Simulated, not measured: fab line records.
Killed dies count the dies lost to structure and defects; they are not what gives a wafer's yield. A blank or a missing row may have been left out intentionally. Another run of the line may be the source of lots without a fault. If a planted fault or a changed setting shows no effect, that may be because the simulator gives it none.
Chamber matching | flow nand-harc | rie-diel-05 running NHARC_A_STAIRCASE_ETCH_313: 4 sister chambers
The step etches the open film in CF4/CHF3. 14 wafers are shown with their chamber, then 7 later ones without.

== WAFERS, EACH WITH ITS CHAMBER ==
wafer  | chamber | drypump-motor-current-A (A) | showerhead-plenum-p-Torr (Torr) | throttle-valve-pct (%)
L644.2 | 3       | 6.5                         | 1.47                            | 16.788
L644.4 | 2       | 6.2                         | 1.50                            | 16.806
L644.5 | 1       | 5.7                         | 1.55                            | 16.812
L645.2 | 2       | 6.1                         | 1.50                            | 16.807
L645.3 | 0       | 4.8                         | 1.55                            | 16.803
L645.6 | 0       | 4.8                         | 1.55                            | 16.806
L647.1 | 3       | 6.5                         | 1.70                            | 16.805
L647.3 | 1       | 5.7                         | 1.55                            | 16.815
L647.6 | 1       | 5.7                         | 1.55                            | 16.805
L646.1 | 0       | 4.8                         | 1.55                            | 16.803
L646.2 | 1       | 5.7                         | 1.55                            | 16.801
L646.5 | 1       | 5.7                         | 1.55                            | 16.802
L649.1 | 3       | 6.5                         | 1.70                            | 16.789
L649.3 | 0       | 4.8                         | 1.55                            | 16.797

SIGNATURES, as means of the wafers listed above
reading                  | chamber 0 | chamber 1 | chamber 2 | chamber 3 | scatter within a chamber
drypump-motor-current-A  | 4.800     | 5.700     | 6.150     | 6.500     | 0.0224
showerhead-plenum-p-Torr | 1.5500    | 1.5500    | 1.5000    | 1.6233    | 0.0594
throttle-valve-pct       | 16.80225  | 16.80700  | 16.80650  | 16.79400  | 0.00616
Rule: for a wafer and a chamber, the distance is found by dividing, reading by reading, the gap between the wafer's reading and the chamber's mean by the reading's scatter, squaring, summing and taking the root. If the next closest chamber is less than 2 further off than the closest, the wafer can't be placed; otherwise it belongs to the closest. The scatter: take each reading less its chamber's mean, square it, sum over the shown wafers, divide by the number of wafers less the number of chambers, and take the root.

== WAFERS MISSING THEIR CHAMBER ==
wafer  | drypump-motor-current-A (A) | showerhead-plenum-p-Torr (Torr) | throttle-valve-pct (%)
L649.4 | 6.1                         | 1.50                            | 16.813
L651.1 | 5.7                         | 1.54                            | 16.809
L651.4 | 4.7                         | 1.55                            | 16.801
L651.6 | 6.5                         | 1.70                            | 16.796
L654.2 | 4.8                         | 1.55                            | 16.803
L654.4 | 6.5                         | 1.70                            | 16.802
L654.6 | 6.1                         | 1.49                            | 16.797

== THE CHAMBER EACH PASSED THROUGH ==
wafer  | from the rows above | in truth
L649.4 | 2                   | 2
L651.1 | 1                   | 1
L651.4 | 0                   | 0
L651.6 | 3                   | 3
L654.2 | 0                   | 0
L654.4 | 3                   | 3
L654.6 | 2                   | 2
7 of 7 placed correctly. From these rows, 0 cannot be placed. Wrongly placed: 0.
